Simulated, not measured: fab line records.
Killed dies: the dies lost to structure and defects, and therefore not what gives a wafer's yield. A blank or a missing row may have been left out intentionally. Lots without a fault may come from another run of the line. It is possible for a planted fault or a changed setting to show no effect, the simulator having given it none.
Which tool was responsible? | flow n5 finfet | 10 lots, 30 wafers sampled, at 4 steps of a route of 1938

== WHAT THE GAUGES READ, wafer by wafer ==
N5_BEOL_M4_RC_MEAS_101.
lot  | measured     | on        | VT_N_LVT (mV)
L232 | day 7 20:49  | prober-02 | 100.9 98.7 100.3
L234 | day 8 14:34  | prober-02 | 98.9 97.0 97.1
L235 | day 8 18:02  | prober-01 | 100.0 97.3 101.0
L238 | day 9 05:38  | prober-01 | 102.7 97.7 98.5
L239 | day 9 18:59  | prober-01 | 98.4 96.6 96.8
L240 | day 9 21:07  | prober-01 | 99.0 97.8 98.0
L244 | day 11 05:37 | prober-02 | 95.5 101.5 96.9
L248 | day 12 08:54 | prober-02 | 66.9 98.4 98.7
L249 | day 12 12:41 | prober-02 | 70.9 96.6 95.5
L253 | day 13 19:39 | prober-01 | 102.2 101.2 99.9

== WHICH TOOL RAN EACH LOT (tool, then ch and the chambers of the sampled wafers, then the start) ==
lot  | N5_HKMG_FIN_ALD_74              | N5_BEOL_M4_ANNEAL_87         | N5_BEOL_M4_CO_CAP_55
L232 | ald hk-01 ch 0,1, day 3 21:33   | pvd sputter-02, day 7 18:26  | cvd co-01 ch 1,2, day 7 20:35
L234 | ald hk-02 ch 2,3, day 4 11:29   | pvd sputter-02, day 8 12:16  | cvd co-01 ch 0,1,2, day 8 14:10
L235 | ald hk-03 ch 0,2,3, day 4 18:41 | pvd sputter-02, day 8 15:46  | cvd co-01 ch 0,1, day 8 17:39
L238 | ald hk-02 ch 0,1,2, day 5 08:18 | pvd sputter-03, day 9 03:22  | cvd co-01 ch 0,2, day 9 05:15
L239 | ald hk-02 ch 1,2, day 5 17:33   | pvd sputter-02, day 9 16:04  | cvd co-02 ch 0,1,2, day 9 18:24
L240 | ald hk-02 ch 0,1,3, day 6 04:03 | pvd sputter-01, day 9 18:55  | cvd co-01 ch 0,2, day 9 20:53
L244 | ald hk-02 ch 0,2,3, day 7 01:47 | pvd sputter-02, day 11 03:29 | cvd co-02 ch 0,1,2, day 11 05:23
L248 | ald hk-03 ch 0,1,2, day 7 21:50 | pvd sputter-03, day 12 06:37 | cvd co-01 ch 0,2, day 12 08:31
L249 | ald hk-03 ch 0,1,3, day 8 06:48 | pvd sputter-03, day 12 09:41 | cvd co-02 ch 0,1,2, day 12 12:17
L253 | ald hk-02 ch 0,1,3, day 9 04:08 | pvd sputter-02, day 13 17:16 | cvd co-01 ch 0,2, day 13 19:25
- N5_HKMG_FIN_ALD_74: deposits La2O3, target thk 0.5 nm, pulse time 6 s, co reactant pulse time 1 s.
- N5_BEOL_M4_ANNEAL_87: time 240 s.
- N5_BEOL_M4_CO_CAP_55: material Co, precursor CCTBA/H2, target thk 2 nm, time 102.1 s.

== THE ANSWER, worked out from the rows above alone ==
Rule: what is usual is taken from the lots themselves. The widest of any qualifying gaps counts: lots, ordered by their means at a reading, are off when they make up no more than a third of the lots, leave a main group of 4 or more, and stand apart from it by 3 or more times the standard deviation of that group's means. The tables above print the reading to a certain number of digits; a main group whose means all agree to those digits is not used. A lot without any number at a reading at which 4 lots or more have one is off too. All remaining lots with rows at the step are treated as sound.
Off: at N5_BEOL_M4_RC_MEAS_101 (VT_N_LVT), L248, L249. The main group: mean 98.9 mV, standard deviation 1.2.
A tool fits if, at a process step before that reading, it ran every lot that is off, and no sound lot after the first of them. Gauges at N5_BEOL_M4_RC_MEAS_101: tried the same way as those tools. Can't be told from this: 3 tools fit, ald hk-03 at N5_HKMG_FIN_ALD_74, pvd sputter-03 at N5_BEOL_M4_ANNEAL_87, prober-02 at N5_BEOL_M4_RC_MEAS_101.

== WHAT HAD BEEN PUT IN BY THE SIMULATOR ==
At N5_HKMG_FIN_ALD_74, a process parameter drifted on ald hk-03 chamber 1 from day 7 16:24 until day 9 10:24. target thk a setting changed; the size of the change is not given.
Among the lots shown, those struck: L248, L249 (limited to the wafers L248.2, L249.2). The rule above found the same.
